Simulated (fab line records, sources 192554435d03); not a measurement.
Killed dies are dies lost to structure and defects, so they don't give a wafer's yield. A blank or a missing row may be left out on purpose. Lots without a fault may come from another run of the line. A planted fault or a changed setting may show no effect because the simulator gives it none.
fab line records | flow n5_finfet
record lots=23 wafers=69 last_day=18
route steps=1938 shown BEOL_M0_SAQP@693 BEOL_M0_CUTY@712 BEOL_M0@729
lots that met no fault: from a run of the same line without faults
start_h: hours from the record's first day to the start of the lot's first wafer shown | wait_h: hours since the lot's step before | " the same as in the row above | L1.1+2: a row that stands for several wafers | - no value, or no start given | * or withheld: withheld | < > ~ a bound
route shown NAME@n: a module of which the file shows steps, and the number in the route of the first | usual: mean/standard deviation of fault-free wafers | same: alike in all rows | chamber/n: place in a boat | sites: the reading at each site | _std_site: their standard deviation | _edge_site: outer sites' mean less inner sites' | radius_mm: how far each site lies from the wafer's centre | mask NAME#n: copy n | behind: the tool/chamber that last shaped the wafer | hold: why the lot was held/for how many hours/how that ended | device: the transistor (n, p or np) that didn't switch | end of line: the same wafers' tests at the end of the route | a step without rows: its recipe alone | killed: dies lost to structure and defects at the first sort, not the wafer's yield | map: a wafer's dies, x killed, . not, _ none there
set.NAME: the setting as run; set.NAME@STEP: as run at that earlier step | model.NAME: the simulator's own value behind a step, which no gauge read
steps of the route over a sample of lots; a table a step, a row a wafer
services: from which hour (start_h, from the record's first day; less than 0 if before it) a tool's chamber was out of use, for how many hours, and why
## steps
# step N5_BEOL_M0_SAQP_ETCH_88
# recipe chemistry=N2/H2 target=underlayer target_depth_a=65 time_s=5.2 ion_energy_ev=200 mask_material=CAR-EUV pressure_mtorr=30 source_w=840 bias_w=150 n2_flow_sccm=200 h2_flow_sccm=200 ends=cleared
# usual drypump_motor_current_A=5.5/0.39 etch_rf_on_time_s=5.14/0.084 oes_product_au=0.70/0.071 rf_vpp_V=525/3 showerhead_plenum_p_Torr=2.58/0.096 throttle_valve_pct=17.82/0.25
# columns lot.wafer tool chamber start_h wait_h drypump_motor_current_A etch_rf_on_time_s oes_product_au rf_hours_counter_h rf_vpp_V showerhead_plenum_p_Torr throttle_valve_pct
L074.1 rie_diel-01 1 113.08 0.0 6.0 5.13 0.79 11 530 2.71 17.28
L074.2 " 2 " " 5.6 5.15 0.61 227 524 2.52 18.03
L074.6 " 3 " " 5.4 4.96 0.79 - 526 2.60 17.72
L075.1 rie_diel-01 3 117.43 0.0 5.4 4.97 0.77 25 525 2.60 17.71
L075.4 " 3 " " 5.4 4.94 0.78 - 529 2.60 17.71
L075.5 " 1 " " 6.0 5.17 0.78 - 528 2.71 17.30
L076.1 rie_diel-01 2 121.37 0.0 5.6 5.09 0.61 230 523 2.51 18.04
L076.2 " 1 " " 5.9 5.15 0.77 14 527 2.71 17.32
L076.4 " 2 " " 5.6 5.16 0.60 - 522 2.51 18.05
L077.2 rie_diel-03 3 132.73 0.0 4.8 5.23 0.75 36 521 2.49 17.92
L077.5 " 0 " " 5.3 5.11 0.60 - 523 2.42 18.06
L077.6 " 1 " " 5.9 5.14 0.77 - 524 2.59 17.66
L078.3 rie_diel-01 3 134.40 0.0 5.4 4.99 0.77 31 527 2.59 17.72
L078.5 " 3 " " 5.4 4.96 0.78 - 523 2.59 17.74
L078.6 " 2 " " 5.6 5.18 0.59 - 523 2.51 18.08
L079.2 rie_diel-01 3 138.44 0.0 5.4 5.00 0.77 32 525 2.59 17.72
L079.4 " 2 " " 5.5 5.13 0.61 235 522 2.51 18.06
L079.5 " 2 " " 5.5 5.09 0.59 - 522 2.51 18.08
L080.3 rie_diel-04 2 157.45 0.0 5.8 5.23 0.59 220 527 2.61 18.02
L080.5 " 2 " " 5.8 5.15 0.60 - 525 2.61 18.01
L080.6 " 3 " " 6.5 5.12 0.61 - 519 2.41 17.92
L081.1 rie_diel-03 0 157.84 0.0 5.2 5.15 0.60 229 519 2.41 18.08
L081.3 " 2 " " 5.4 5.06 0.71 75 529 2.68 18.09
L081.5 " 1 " " 5.9 5.21 0.75 - 527 2.58 17.70
L082.1 rie_diel-03 3 163.53 0.0 4.7 5.12 0.74 45 521 2.48 17.97
L082.4 " 1 " " 5.9 5.13 0.76 35 525 2.58 17.69
L082.5 " 1 " " 5.9 5.12 0.77 - 525 2.58 17.69
L084.2 rie_diel-04 3 168.67 0.0 6.5 5.16 0.62 210 521 2.41 17.89
L084.3 " 2 " " 5.8 5.16 0.60 223 526 2.61 18.03
L084.6 " 2 " " 5.8 5.19 0.59 - 527 2.61 18.02
L083.2 rie_diel-03 0 169.58 0.0 5.2 5.10 0.60 232 522 2.41 18.08
L083.5 " 1 " " 6.0 5.14 0.76 - 526 2.58 17.70
L083.6 " 2 " " 5.4 5.11 0.72 - 528 2.68 18.07
L085.1 rie_diel-01 1 179.25 0.0 6.0 5.18 0.74 30 530 2.70 17.32
L085.5 " 0 " " 5.1 5.24 0.73 - 527 2.70 17.91
L085.6 " 3 " " 5.4 5.03 0.75 - 527 2.59 17.74
L086.1 rie_diel-03 0 183.92 0.0 5.2 5.17 0.60 237 522 2.41 18.08
L086.2 " 3 " " 4.7 5.25 0.72 52 522 2.48 17.98
L086.3 " 1 " " 5.9 5.14 0.75 42 527 2.58 17.71
L087.1 rie_diel-04 1 186.77 0.0 5.7 5.22 0.71 72 521 2.47 17.58
L087.3 " 2 " " 5.8 5.18 0.59 229 525 2.61 18.02
L087.5 " 0 " " 5.8 5.13 0.58 - 526 2.61 18.06
L088.2 rie_diel-01 1 203.85 0.0 5.9 5.22 0.72 37 527 2.70 17.35
L088.3 " 3 " " 5.4 4.95 0.74 52 526 2.59 17.73
L088.5 " 1 " " 6.0 5.16 0.74 - 530 2.70 17.34
L090.3 rie_diel-03 2 209.42 0.0 5.4 5.11 0.71 91 526 2.67 18.11
L090.5 " 1 " " 6.0 5.14 0.73 - 526 2.57 17.72
L090.6 " 2 " " 5.4 5.12 0.70 - 528 2.67 18.12
L091.2 rie_diel-04 0 211.68 0.0 5.8 5.29 0.57 256 526 2.60 18.05
L091.4 " 2 " " 5.8 5.22 0.58 - 526 2.60 18.04
L091.5 " 0 " " 5.8 5.22 0.57 - 521 2.60 18.06
L092.2 rie_diel-01 1 217.17 0.0 6.0 5.15 0.73 43 527 2.69 17.35
L092.3 " 0 " " 5.1 5.12 0.73 59 527 2.69 17.91
L092.5 " 1 " " 6.0 5.19 0.72 - 528 2.69 17.35
L093.1 rie_diel-01 2 230.15 0.0 5.5 5.09 0.85 3 523 2.51 17.66
L093.3 " 0 " " 5.1 5.15 0.72 64 527 2.69 17.93
L093.6 " 2 " " 5.5 5.13 0.83 - 523 2.51 17.67
L094.2 rie_diel-01 2 235.35 0.0 5.6 5.17 0.82 5 522 2.50 17.66
L094.3 " 1 " " 6.0 5.18 0.72 51 528 2.69 17.37
L094.5 " 1 " " 5.9 5.18 0.72 - 526 2.69 17.36
L095.3 rie_diel-03 0 241.66 0.0 5.3 4.99 0.81 1 531 2.72 17.69
L095.4 " 2 " " 5.4 5.20 0.69 105 528 2.67 18.13
L095.5 " 3 " " 4.8 5.24 0.71 - 523 2.47 18.00
L096.3 rie_diel-03 1 259.11 0.0 5.9 5.10 0.72 70 524 2.57 17.76
L096.4 " 0 " " 5.2 4.95 0.81 7 528 2.72 17.69
L096.5 " 0 " " 5.3 4.95 0.80 - 529 2.72 17.69
L097.1 rie_diel-01 3 261.26 0.0 5.4 5.02 0.71 74 526 2.58 17.77
L097.2 " 2 " " 5.6 5.14 0.80 14 521 2.50 17.66
L097.3 " 0 " " 5.1 5.27 0.71 74 531 2.69 17.95
# step N5_BEOL_M0_CUTY_ETCH_62
# recipe chemistry=CF4 target=SiARC mask_material=CAR-ArF-block time_s=58.5 ion_energy_ev=80 pressure_mtorr=40 source_w=545 bias_w=36 Ar_flow_sccm=100 cf4_flow_sccm=100 ends=cleared
# usual drypump_motor_current_A=5.8/0.35 etch_rf_on_time_s=58.6/0.91 mfc_ar_sccm=100.02/0.28 oes_product_au=0.68/0.086 rf_vpp_V=183.7/1 showerhead_plenum_p_Torr=2.11/0.052 throttle_valve_pct=15.67/0.28
# columns lot.wafer tool chamber start_h wait_h drypump_motor_current_A etch_rf_on_time_s mfc_ar_sccm oes_product_au rf_hours_counter_h rf_vpp_V showerhead_plenum_p_Torr throttle_valve_pct
L074.1 rie_diel-05 0 114.64 0.0 5.6 57.6 100.03 0.76 38 183.9 2.09 15.38
L074.2 " 2 " " 6.2 58.7 100.15 0.59 234 185.8 2.20 15.97
L074.6 " 0 " " 5.6 57.3 100.25 0.76 - 183.4 2.09 15.39
L075.1 rie_diel-06 3 118.83 0.0 6.2 57.7 100.13 0.66 146 183.5 2.07 15.68
L075.4 " 1 " " 6.0 58.9 100.30 0.65 - 184.0 2.14 15.74
L075.5 " 3 " " 6.2 58.5 100.09 0.66 - 182.1 2.07 15.67
L076.1 rie_diel-05 3 122.76 0.0 5.7 57.8 99.97 0.63 198 183.9 2.13 15.70
L076.2 " 0 " " 5.7 57.4 100.40 0.75 42 183.7 2.09 15.39
L076.4 " 2 " " 6.2 58.7 100.14 0.59 - 183.2 2.20 16.01
L077.2 rie_diel-05 3 134.33 0.0 5.7 57.6 99.88 0.63 203 183.7 2.13 15.72
L077.5 " 2 " " 6.2 57.9 100.63 0.59 - 185.0 2.19 16.01
L077.6 " 1 " " 5.1 58.1 100.15 0.85 - 183.9 2.10 15.26
L078.3 rie_diel-02 1 135.79 0.0 5.0 59.0 99.55 0.63 170 182.9 2.06 15.63
L078.5 " 1 " " 5.0 58.4 100.34 0.64 - 182.0 2.06 15.62
L078.6 " 2 " " 6.1 59.2 100.15 0.65 - 185.5 2.22 16.00
L079.2 rie_diel-06 3 140.63 0.0 6.1 58.1 99.94 0.66 155 182.4 2.06 15.70
L079.4 " 3 " " 6.1 58.7 99.98 0.65 - 183.1 2.07 15.71
L079.5 " 0 " " 5.8 58.3 100.06 0.84 - 183.6 2.11 15.44
L080.3 rie_diel-02 2 158.84 0.0 6.2 59.0 99.67 0.64 175 185.5 2.22 16.03
L080.5 " 1 " " 5.0 59.5 99.98 0.62 - 182.6 2.06 15.63
L080.6 " 0 " " 5.9 61.0 99.89 0.59 - 182.6 2.03 15.76
L081.1 rie_diel-06 1 159.44 0.0 6.0 58.9 99.54 0.64 162 184.1 2.14 15.79
L081.3 " 0 " " 5.8 58.1 99.36 0.82 13 182.6 2.10 15.45
L081.5 " 2 " " 5.9 57.7 100.53 0.84 - 182.4 2.11 15.13
L082.1 rie_diel-02 1 164.84 0.0 5.0 59.0 100.43 0.62 181 182.2 2.06 15.64
L082.4 " 2 " " 6.1 58.8 100.00 0.64 177 186.2 2.21 16.01
L082.5 " 0 " " 5.9 61.0 100.64 0.60 - 182.5 2.03 15.77
L084.2 rie_diel-06 0 170.06 0.0 5.8 57.9 99.59 0.81 18 183.7 2.10 15.47
L084.3 " 2 " " 5.9 57.9 99.98 0.82 10 183.4 2.11 15.14
L084.6 " 2 " " 5.9 58.3 99.84 0.82 - 184.4 2.11 15.14
L083.2 rie_diel-05 0 171.21 0.0 5.6 58.0 99.93 0.73 58 183.5 2.08 15.44
L083.5 " 3 " " 5.7 57.9 99.77 0.61 - 182.8 2.12 15.77
L083.6 " 2 " " 6.2 58.4 100.26 0.83 - 183.7 2.19 15.52
L085.1 rie_diel-06 3 180.52 0.0 6.2 59.3 100.12 0.64 162 184.2 2.06 15.70
L085.5 " 0 " " 5.8 58.0 100.41 0.79 - 183.4 2.10 15.49
L085.6 " 1 " " 6.0 59.0 99.85 0.63 - 185.0 2.13 15.81
L086.1 rie_diel-06 2 185.24 0.0 5.9 57.4 99.51 0.81 15 182.9 2.10 15.16
L086.2 " 1 " " 6.0 58.7 100.16 0.63 172 184.8 2.13 15.81
L086.3 " 3 " " 6.2 58.4 100.14 0.65 163 181.2 2.06 15.73
L087.1 rie_diel-02 3 189.72 0.0 6.1 58.2 99.73 0.61 199 182.0 2.05 16.19
L087.3 " 0 " " 5.9 60.8 99.68 0.59 217 182.8 2.03 15.78
L087.5 " 2 " " 6.2 59.0 99.80 0.63 - 184.1 2.21 16.02
L088.2 rie_diel-06 2 205.35 0.0 5.9 57.6 99.66 0.80 22 182.2 2.10 15.17
L088.3 " 1 " " 6.0 59.4 100.38 0.62 179 184.6 2.13 15.81
L088.5 " 2 " " 5.9 57.3 99.62 0.81 - 182.8 2.10 15.17
L090.3 rie_diel-02 3 210.81 0.0 6.1 59.2 99.80 0.60 207 183.5 2.05 16.20
L090.5 " 3 " " 6.1 58.5 100.42 0.59 - 183.5 2.05 16.19
L090.6 " 2 " " 6.2 60.1 100.20 0.62 - 184.4 2.21 16.04
L091.2 rie_diel-06 3 213.08 0.0 6.2 58.7 99.85 0.64 173 183.7 2.06 15.74
L091.4 " 2 " " 5.9 58.0 99.94 0.79 24 182.7 2.10 15.18
L091.5 " 1 " " 6.0 59.2 100.64 0.62 - 183.0 2.13 15.82
L092.2 rie_diel-06 3 218.85 0.0 6.1 58.3 99.96 0.65 175 182.6 2.06 15.74
L092.3 " 2 " " 5.9 57.9 99.93 0.79 26 182.5 2.10 15.17
L092.5 " 1 " " 6.0 59.0 99.52 0.63 - 183.9 2.13 15.83
L093.1 rie_diel-06 3 231.47 0.0 6.2 59.4 99.87 0.63 180 183.4 2.06 15.75
L093.3 " 0 " " 5.8 58.9 100.24 0.76 40 182.6 2.10 15.51
L093.6 " 1 " " 6.0 59.5 99.84 0.62 - 183.8 2.13 15.83
L094.2 rie_diel-05 2 236.92 0.0 6.2 57.5 100.15 0.76 25 184.1 2.18 15.57
L094.3 " 3 " " 5.7 57.2 100.01 0.60 240 184.2 2.11 15.76
L094.5 " 2 " " 6.3 57.6 100.51 0.77 - 182.9 2.18 15.57
L095.3 rie_diel-02 1 243.27 0.0 5.0 59.5 100.48 0.60 206 182.8 2.05 15.69
L095.4 " 2 " " 6.1 59.2 99.98 0.62 206 184.3 2.20 16.08
L095.5 " 3 " " 6.1 58.7 99.77 0.59 - 182.9 2.04 16.22
L096.3 rie_diel-02 0 260.56 0.0 5.9 60.7 100.31 0.58 243 183.0 2.02 15.84
L096.4 " 2 " " 6.1 58.7 99.86 0.62 212 184.7 2.20 16.10
L096.5 " 0 " " 5.9 60.7 99.89 0.58 - 182.1 2.02 15.84
L097.1 rie_diel-06 3 263.03 0.0 6.2 59.1 100.19 0.62 192 182.9 2.05 15.75
L097.2 " 2 " " 5.9 57.8 100.04 0.76 43 184.4 2.10 15.20
L097.3 " 0 " " 5.8 58.0 100.06 0.74 52 184.3 2.09 15.52
# step N5_BEOL_M0_DEGAS_112
# recipe ambient=vacuum temp_c=250 time_s=60
# usual heater_power_w=329/33
# columns lot.wafer tool chamber start_h wait_h heater_power_w
L074.1 pvd_sputter-03 - 117.39 0.9 281
L074.2 " - " " 340
L074.6 " - " " 337
L075.1 pvd_sputter-02 - 124.99 1.7 370
L075.4 " - " " 308
L075.5 " - " " 297
L076.1 pvd_sputter-03 - 127.57 1.9 331
L076.2 " - " " 270
L076.4 " - " " 338
L078.3 pvd_sputter-03 - 137.19 0.0 334
L078.5 " - " " 335
L078.6 " - " " 349
L077.2 pvd_sputter-01 - 137.29 0.0 353
L077.5 " - " " 357
L077.6 " - " " 340
L079.2 pvd_sputter-01 - 146.81 0.4 348
L079.4 " - " " 386
L079.5 " - " " 392
L080.3 pvd_sputter-03 - 160.80 0.6 277
L080.5 " - " " 360
L080.6 " - " " 324
L081.1 pvd_sputter-02 - 164.14 0.3 372
L081.3 " - " " 302
L081.5 " - " " 285
L082.1 pvd_sputter-01 - 167.38 0.5 324
L082.4 " - " " 346
L082.5 " - " " 342
L084.2 pvd_sputter-01 - 172.57 0.6 325
L084.3 " - " " 337
L084.6 " - " " 338
L083.2 pvd_sputter-01 - 172.65 0.4 408
L083.5 " - " " 342
L083.6 " - " " 333
L085.1 pvd_sputter-02 - 182.18 0.3 370
L085.5 " - " " 312
L085.6 " - " " 369
L086.1 pvd_sputter-03 - 188.42 1.5 356
L086.2 " - " " 330
L086.3 " - " " 348
L087.1 pvd_sputter-02 - 191.55 0.5 289
L087.3 " - " " 371
L087.5 " - " " 370
L088.2 pvd_sputter-02 - 208.97 0.0 367
L088.3 " - " " 310
L088.5 " - " " 296
L090.3 pvd_sputter-03 - 212.07 0.3 359
L090.5 " - " " 275
L090.6 " - " " 343
L091.2 pvd_sputter-03 - 215.50 0.6 351
L091.4 " - " " 268
L091.5 " - " " 275
L092.2 pvd_sputter-01 - 220.67 0.6 320
L092.3 " - " " 334
L092.5 " - " " 346
L093.1 pvd_sputter-01 - 236.05 0.6 335
L093.3 " - " " 314
L093.6 " - " " 349
L095.3 pvd_sputter-02 - 247.06 0.5 292
L095.4 " - " " 367
L095.5 " - " " 313
L094.2 pvd_sputter-02 - 247.14 0.5 293
L094.3 " - " " 368
L094.5 " - " " 292
L096.3 pvd_sputter-03 - 261.84 0.2 349
L096.4 " - " " 269
L096.5 " - " " 362
L097.1 pvd_sputter-02 - 264.16 0.2 318
L097.2 " - " " 293
L097.3 " - " " 295
# step N5_BEOL_M0_ANNEAL_133
# recipe temp_c=400 time_s=60 ambient=vacuum
# usual heater_power_w=837/88
# columns lot.wafer tool chamber start_h wait_h heater_power_w
L074.1 pvd_sputter-03 - 118.33 0.0 841
L074.2 " - " " 828
L074.6 " - " " 672
L075.1 pvd_sputter-02 - 125.81 0.0 733
L075.4 " - " " 927
L075.5 " - " " 727
L076.1 pvd_sputter-01 - 128.38 0.0 991
L076.2 " - " " 859
L076.4 " - " " 848
L078.3 pvd_sputter-03 - 138.06 0.0 673
L078.5 " - " " 890
L078.6 " - " " 865
L077.2 pvd_sputter-03 - 138.58 0.0 655
L077.5 " - " " 871
L077.6 " - " " 898
L079.2 pvd_sputter-01 - 147.99 0.0 864
L079.4 " - " " 1010
L079.5 " - " " 964
L080.3 pvd_sputter-02 - 162.98 0.0 776
L080.5 " - " " 724
L080.6 " - " " 726
L081.1 pvd_sputter-02 - 165.54 0.0 941
L081.3 " - " " 745
L081.5 " - " " 922
L082.1 pvd_sputter-02 - 168.45 0.0 721
L082.4 " - " " 707
L082.5 " - " " 715
L084.2 pvd_sputter-03 - 173.53 0.0 686
L084.3 " - " " 846
L084.6 " - " " 887
L083.2 pvd_sputter-03 - 173.97 0.0 852
L083.5 " - " " 844
L083.6 " - " " 669
L085.1 pvd_sputter-01 - 183.50 0.0 833
L085.5 " - " " 984
L085.6 " - " " 863
L086.1 pvd_sputter-01 - 189.37 0.0 807
L086.2 " - " " 849
L086.3 " - " " 858
L087.1 pvd_sputter-02 - 194.25 0.0 908
L087.3 " - " " 718
L087.5 " - " " 732
L088.2 pvd_sputter-01 - 211.08 0.0 801
L088.3 " - " " 842
L088.5 " - " " 784
L090.3 pvd_sputter-02 - 212.84 0.0 774
L090.5 " - " " 740
L090.6 " - " " 791
L091.2 pvd_sputter-01 - 216.46 0.0 998
L091.4 " - " " 858
L091.5 " - " " 832
L092.2 pvd_sputter-01 - 223.24 0.0 847
L092.3 " - " " 793
L092.5 " - " " 809
L093.1 pvd_sputter-01 - 237.41 0.0 789
L093.3 " - " " 846
L093.6 " - " " 864
L095.3 pvd_sputter-01 - 247.92 0.0 840
L095.4 " - " " 867
L095.5 " - " " 999
L094.2 pvd_sputter-03 - 248.19 0.0 849
L094.3 " - " " 885
L094.5 " - " " 846
L096.3 pvd_sputter-03 - 262.89 0.0 663
L096.4 " - " " 879
L096.5 " - " " 826
L097.1 pvd_sputter-01 - 265.13 0.0 857
L097.2 " - " " 807
L097.3 " - " " 1014
# step N5_BEOL_M0_CMP_120
# recipe stop_on=SiOC t_overpolish_s=6.9 down_force_psi=1 platen_rpm=50 clearing_platen_down_force_psi=1.5 clearing_platen_rpm=50 post_cmp_clean=cu_alkaline clearing_platen_pad_velocity_m_s=0.99484 pad_velocity_m_s=0.99484
# usual barrier_field_endpoint_s=3.65/0.12 clearing_platen_down_force_psi=1.5001/0.003 motor_current_A=6.1/0.41 overpolish_run_s=6.900/0.0082 retaining_ring_pressure_frac=0.999/0.0045 slurry_flow_ml_min=150.1/0.44 time_to_endpoint_s=62.4/2.9
# same t_overpolish_s=6.9
# columns lot.wafer tool chamber start_h wait_h barrier_field_endpoint_s clearing_platen_down_force_psi motor_current_A overpolish_run_s retaining_ring_pressure_frac slurry_flow_ml_min time_to_endpoint_s
L074.2 cmp-03 0 118.99 0.2 3.66 1.4932 5.9 6.908 0.993 149.4 61.5
L074.1 " 1 " " 3.66 1.5008 5.2 6.915 0.994 150.7 57.9
L074.6 " 1 " " 3.77 1.4994 5.6 6.901 0.990 149.6 60.3
L075.4 cmp-01 3 126.48 0.1 3.64 1.5037 6.3 6.902 0.991 149.6 63.7
L075.1 " 2 " " 3.40 1.4984 6.9 6.901 1.007 150.3 60.2
L075.5 " 0 " " 3.73 1.5001 6.2 6.906 0.998 149.6 63.7
L076.4 cmp-04 1 129.03 0.1 3.84 1.4998 6.1 6.889 0.996 150.6 61.6
L076.1 " 3 " " 3.55 1.5008 6.2 6.900 1.005 149.9 62.2
L076.2 " 0 " " 3.70 1.5038 5.9 6.909 0.995 150.0 60.1
L078.3 cmp-03 0 138.83 0.3 3.69 1.4983 6.0 6.904 0.997 150.7 60.9
L078.5 " 1 " " 3.70 1.5045 5.0 6.905 1.003 149.9 62.3
L078.6 " 2 " " 3.77 1.5029 6.4 6.902 0.995 150.4 60.6
L077.2 cmp-04 1 139.33 0.2 3.59 1.5036 6.4 6.903 1.004 149.9 56.2
L077.6 " 1 " " 3.65 1.5022 5.9 6.919 1.001 150.3 58.6
L077.5 " 2 " " 3.50 1.5037 5.7 6.896 1.003 150.3 57.5
L079.4 cmp-04 2 148.92 0.1 3.46 1.4973 5.8 6.900 0.998 150.0 58.1
L079.2 " 3 " " 3.70 1.4986 6.2 6.894 1.001 150.0 60.5
L079.5 " 2 " " 3.54 1.5018 5.6 6.903 0.997 150.3 53.9
L080.3 cmp-04 1 163.63 0.2 3.71 1.4960 6.0 6.910 0.998 150.9 63.8
L080.6 " 1 " " 3.74 1.5026 6.1 6.891 0.999 150.2 65.7
L080.5 " 2 " " 3.99 1.5003 5.8 6.899 0.989 150.5 65.8
L081.1 cmp-04 1 166.48 0.3 3.64 1.5036 6.3 6.900 1.005 149.7 64.6
L081.3 " 0 " " 3.68 1.5005 6.0 6.902 1.002 150.0 62.9
L081.5 " 2 " " 3.71 1.5056 5.8 6.895 1.003 150.1 63.8
L082.1 cmp-03 3 169.10 0.3 3.70 1.4971 6.8 6.902 0.994 149.7 62.7
L082.4 " 0 " " 3.62 1.4993 6.2 6.905 1.004 149.4 65.5
L082.5 " 3 " " 3.87 1.4983 6.8 6.907 0.994 149.8 66.0
L084.3 cmp-01 3 174.18 0.2 3.61 1.4973 6.1 6.899 1.002 149.8 61.6
L084.2 " 0 " " 3.71 1.4984 6.6 6.905 1.007 149.7 64.3
L084.6 " 3 " " 3.53 1.4999 6.4 6.912 1.004 150.2 61.6
L083.2 cmp-01 0 174.67 0.3 3.72 1.4971 6.2 6.922 0.998 149.7 64.7
L083.6 " 3 " " 3.78 1.4977 6.2 6.898 1.005 151.4 66.6
L083.5 " 0 " " 3.68 1.4966 6.2 6.906 1.006 149.8 66.5
L085.1 cmp-04 2 184.58 0.3 3.62 1.4965 5.7 6.897 0.994 149.5 60.3
L085.6 " 0 " " 3.55 1.5023 6.2 6.903 0.996 149.9 58.5
L085.5 " 1 " " 3.56 1.4984 5.8 6.900 0.994 149.5 61.3
L086.1 cmp-03 1 190.22 0.3 3.48 1.5014 5.4 6.872 0.998 149.8 61.1
L086.2 " 2 " " 3.56 1.4986 5.9 6.903 0.998 149.7 59.8
L086.3 " 3 " " 3.54 1.5000 6.4 6.896 0.999 150.3 64.0
L087.1 cmp-04 1 194.98 0.3 3.56 1.5003 5.9 6.900 0.992 150.0 63.9
L087.3 " 2 " " 3.58 1.4941 5.9 6.898 0.999 150.6 61.3
L087.5 " 0 " " 3.48 1.5037 5.9 6.884 1.002 150.8 62.0
L088.3 cmp-03 0 211.73 0.2 3.74 1.4964 6.0 6.912 1.002 150.2 63.5
L088.2 " 2 " " 3.86 1.5033 6.2 6.907 0.996 149.8 63.2
L088.5 " 0 " " 3.81 1.4969 5.7 6.899 1.003 150.2 66.1
L090.3 cmp-01 0 213.50 0.2 3.60 1.5026 6.1 6.902 1.000 149.6 65.6
L090.5 " 0 " " 3.71 1.4973 6.0 6.904 1.002 149.7 67.3
L090.6 " 1 " " 3.58 1.4974 6.7 6.899 0.997 150.3 62.8
L091.4 cmp-01 0 217.69 0.2 3.71 1.5054 6.3 6.898 1.000 150.1 65.1
L091.2 " 2 " " 3.47 1.4999 6.9 6.877 1.008 150.6 61.9
L091.5 " 3 " " 3.55 1.5003 6.2 6.904 0.995 149.8 65.4
L092.2 cmp-03 3 223.93 0.2 3.49 1.5003 7.0 6.878 1.002 150.7 65.0
L092.3 " 1 " " 3.41 1.5004 5.4 6.893 0.999 149.9 60.0
L092.5 " 3 " " 3.52 1.5005 6.6 6.894 0.995 150.0 65.7
L093.3 cmp-04 3 239.32 0.2 3.65 1.5035 6.2 6.889 1.006 150.1 63.1
L093.1 " 0 " " 3.73 1.5047 6.1 6.914 0.995 150.3 60.8
L093.6 " 0 " " 3.66 1.5012 5.9 6.915 0.992 149.4 61.0
L095.3 cmp-04 0 248.88 0.2 3.73 1.4937 6.0 6.890 1.001 150.1 59.9
L095.4 " 3 " " 3.77 1.5033 6.1 6.882 1.000 149.4 66.3
L095.5 " 0 " " 3.73 1.4936 6.0 6.905 1.006 149.8 63.4
L094.2 cmp-01 3 249.15 0.2 3.59 1.5007 6.3 6.894 1.002 149.4 56.7
L094.3 " 2 " " 3.48 1.5005 6.3 6.906 1.000 150.9 58.5
L094.5 " 3 " " 3.62 1.5005 6.4 6.894 1.005 149.5 57.9
L096.4 cmp-04 0 263.64 0.2 3.88 1.5000 5.9 6.902 0.995 150.3 58.8
L096.3 " 1 " " 3.77 1.4973 6.3 6.902 1.000 150.3 61.9
L096.5 " 2 " " 3.77 1.4991 5.7 6.900 0.992 150.4 61.2
L097.3 cmp-03 3 265.82 0.2 3.60 1.5080 6.9 6.897 0.998 150.5 61.2
L097.2 " 0 " " 3.67 1.4992 6.1 6.895 0.994 150.0 64.2
L097.1 " 1 " " 3.52 1.5001 5.5 6.892 0.995 149.7 60.4
# step N5_BEOL_M0_RS_MEAS_126
# recipe thk_meas_gauge=four-point-probe reads=Co_of_BEOL_M0_CO_CAP_123+Cu_of_BEOL_M0_ECD_118+Co_of_BEOL_M0_CVD_115+TaN_of_BEOL_M0_ALD_136
# usual M0_RS=0.531/0.015
# columns lot.wafer tool chamber start_h wait_h M0_RS[ohm/sq]
L074.1 film_metro-01 - 119.57 0.0 0.548
L074.2 " - " " 0.526
L074.6 " - " " 0.543
L075.1 film_metro-01 - 127.03 0.0 0.556
L075.4 " - " " 0.531
L075.5 " - " " 0.506
L076.1 film_metro-02 - 129.59 0.0 0.540
L076.2 " - " " 0.523
L076.4 " - " " 0.519
L078.3 film_metro-01 - 139.27 0.1 0.528
L078.5 " - " " 0.516
L078.6 " - " " 0.520
L077.2 film_metro-01 - 139.92 0.1 0.561
L077.5 " - " " 0.530
L077.6 " - " " 0.527
L079.2 film_metro-02 - 149.56 0.1 0.545
L079.4 " - " " 0.542
L079.5 " - " " 0.542
L080.3 film_metro-01 - 164.19 0.1 0.548
L080.5 " - " " 0.536
L080.6 " - " " 0.527
L081.1 film_metro-01 - 167.03 0.0 0.543
L081.3 " - " " 0.569
L081.5 " - " " 0.539
L082.1 film_metro-01 - 169.66 0.0 0.538
L082.4 " - " " 0.546
L082.5 " - " " 0.508
L084.2 film_metro-01 - 174.74 0.1 0.536
L084.3 " - " " 0.530
L084.6 " - " " 0.495
L083.2 film_metro-01 - 175.25 0.1 0.503
L083.5 " - " " 0.498
L083.6 " - " " 0.514
L085.1 film_metro-01 - 185.05 0.0 0.539
L085.5 " - " " 0.529
L085.6 " - " " 0.532
L086.1 film_metro-01 - 190.78 0.0 0.522
L086.2 " - " " 0.528
L086.3 " - " " 0.490
L087.1 film_metro-02 - 195.46 0.0 0.538
L087.3 " - " " 0.538
L087.5 " - " " 0.520
L088.2 film_metro-01 - 212.32 0.1 0.557
L088.3 " - " " 0.532
L088.5 " - " " 0.532
L090.3 film_metro-01 - 214.09 0.1 0.516
L090.5 " - " " 0.508
L090.6 " - " " 0.510
L091.2 film_metro-01 - 218.21 0.1 0.531
L091.4 " - " " 0.534
L091.5 " - " " 0.516
L092.2 film_metro-01 - 224.45 0.1 0.531
L092.3 " - " " 0.528
L092.5 " - " " 0.526
L093.1 film_metro-01 - 239.87 0.0 0.546
L093.3 " - " " 0.561
L093.6 " - " " 0.541
L095.3 film_metro-01 - 249.45 0.1 0.538
L095.4 " - " " 0.530
L095.5 " - " " 0.509
L094.2 film_metro-02 - 249.71 0.1 0.552
L094.3 " - " " 0.547
L094.5 " - " " 0.538
L096.3 film_metro-01 - 264.12 0.1 0.535
L096.4 " - " " 0.533
L096.5 " - " " 0.538
L097.1 film_metro-01 - 266.46 0.2 0.535
L097.2 " - " " 0.529
L097.3 " - " " 0.536
## services
# columns tool chamber start_h hours kind
rie_diel-02 2 90.82 4.3 repair
rie_diel-01 0 102.36 22.0 repair
cmp-01 - 103.32 4.2 pm
rie_diel-05 3 117.14 1.4 repair
pvd_sputter-03 - 119.61 1.0 repair
cmp-03 - 124.34 7.2 pm
cmp-01 - 138.85 1.5 repair
rie_diel-03 2 147.89 8.5 repair
rie_diel-05 0 158.30 8.1 repair
cmp-01 - 159.35 8.3 repair
rie_diel-01 2 163.08 6.8 repair
rie_diel-02 2 180.54 3.9 repair
rie_diel-05 3 185.11 4.9 repair
cmp-01 - 189.30 1.0 repair
rie_diel-06 2 209.85 1.5 repair
cmp-03 - 211.96 4.0 pm
pvd_sputter-02 - 222.72 1.7 repair
cmp-04 - 225.68 4.9 pm
cmp-03 - 239.57 5.5 pm
rie_diel-02 - 243.77 0.4 repair
cmp-01 - 245.32 0.2 repair
rie_diel-06 1 249.84 9.5 repair
cmp-03 - 250.58 1.7 repair
cmp-04 - 259.95 2.7 repair
## key
fault none
